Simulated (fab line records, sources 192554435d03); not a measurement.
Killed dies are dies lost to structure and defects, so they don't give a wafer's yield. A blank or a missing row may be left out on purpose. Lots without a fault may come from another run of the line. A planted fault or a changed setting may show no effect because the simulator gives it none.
Split-lot experiment | flow n5_finfet | 7 lots, 21 wafers read, on a route of 1938 steps

THE SPLIT
At N5_BEOL_M0_TRENCH_ETCH_107 (etches SiOC in C4F6/O2, target depth 32.8 nm, time 16.4 s), the setting target_depth_a was moved away from the recipe's 328 angstrom on 5 of the 21 wafers read, by -10.4% to -5.0%. The other wafers ran this setting at the recipe's value.

FROM THE SPLIT TO THE READING: what the file shows between them, 1 step
- N5_BEOL_M0_STRIP_142: strips in N2/H2, time 10 s

THE READING
trench_depth_nm, in nm, at N5_BEOL_M0_OCD_MEAS_108. Fault-free wafers of this fab line usually give 32.6 nm, standard deviation 0.78 nm.

wafer  | tool, chamber at the split | target_depth_a as run, angstrom | against the recipe | trench_depth_nm, nm | against lot-mates on the recipe
L074.3 | rie_diel-02, 0             | 328                             | recipe             | 33.0                | -
L074.4 | rie_diel-02, 2             | 328                             | recipe             | 32.4                | -
L074.6 | rie_diel-02, 0             | 328                             | recipe             | 33.0                | -
L075.1 | rie_diel-02, 0             | 293.8                           | -10.4%             | 30.1                | -2.4
L075.2 | rie_diel-02, 2             | 328                             | recipe             | 32.5                | -
L075.3 | rie_diel-02, 3             | 293.8                           | -10.4%             | 28.6                | -3.9
L077.2 | rie_diel-02, 1             | 328                             | recipe             | 33.2                | -
L077.3 | rie_diel-02, 2             | 328                             | recipe             | 32.6                | -
L077.5 | rie_diel-02, 3             | 311.7                           | -5.0%              | 30.4                | -2.5
L078.2 | rie_diel-04, 2             | 307.3                           | -6.3%              | 29.5                | -2.6
L078.5 | rie_diel-04, 2             | 328                             | recipe             | 31.9                | -
L078.6 | rie_diel-04, 1             | 328                             | recipe             | 32.3                | -
L087.1 | rie_diel-02, 2             | 328                             | recipe             | 32.4                | -
L087.3 | rie_diel-02, 3             | 328                             | recipe             | 33.0                | -
L087.4 | rie_diel-02, 1             | 328                             | recipe             | 32.9                | -
L092.3 | rie_diel-04, 0             | 328                             | recipe             | 33.4                | -
L092.4 | rie_diel-04, 0             | 328                             | recipe             | 33.6                | -
L092.6 | rie_diel-04, 3             | 328                             | recipe             | 32.2                | -
L097.1 | rie_diel-02, 2             | 328                             | recipe             | 32.6                | -
L097.4 | rie_diel-02, 1             | 307.5                           | -6.2%              | 31.2                | -1.2
L097.5 | rie_diel-02, 3             | 328                             | recipe             | 32.1                | -

THE FIT
A straight line over all 21 wafers: trench_depth_nm changes by +0.341 nm for each +1% of target_depth_a; r = +0.90; the points scatter about the line by 0.59 nm.
The same after taking each lot's own level away (the mean of its wafers on the recipe; 21 wafers): +0.314 nm for each +1%; r = +0.91; scatter 0.52 nm.
On that fit, the largest move of target_depth_a shifts the reading by 3.3 nm.
The lots' own levels span 32.10 to 33.07 nm, that is 1.2 times the standard deviation above.
So the lot-to-lot level changes the slope little: the two slopes agree.
Check: with one of the wafers moved furthest among these (-10.4%) left out of the fit, the line predicts -3.76 nm for it against its lot-mates. It came out at -2.4 nm against them.

OTHER SPLITS ON THESE WAFERS
These wafers also went through other splits before the reading. Each is held against what the fit with the lots' levels taken away leaves over:
other split on the same wafers         | wafers away from the commonest value | r with trench_depth_nm (lot level and that fit taken away)
N5_GATE_CUT_COAT_27 spin_rpm           | 5                                    | +0.20
N5_MOL_CONTACT_COAG_COAT_63 spin_rpm   | 9                                    | -0.15
N5_MOL_CONTACT_COAG_COAT_64 temp_c     | 11                                   | -0.15
N5_MOL_CONTACT_COAG_ALD_133 ald_cycles | 5                                    | +0.27

THE WHOLE CHAIN: every reading that the file lists as answering this split, in the file's order
step                       | what it does                                              | reading                                                                   | change (the file's fit)               | r (the file's)
N5_BEOL_M0_TRENCH_ETCH_107 | etches SiOC in C4F6/O2, target depth 32.8 nm, time 16.4 s | BEOL_M0.feature_depth_nm (the simulator's own value, which no gauge read) | +0.344 nm for each +1% of the setting | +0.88
N5_BEOL_M0_OCD_MEAS_108    |                                                           | trench_depth_nm                                                           | +0.325 nm for each +1% of the setting | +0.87

THE FILE'S OWN FIT
trench_depth_nm changes by +0.325 nm for each +1% of target_depth_a, r = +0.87.
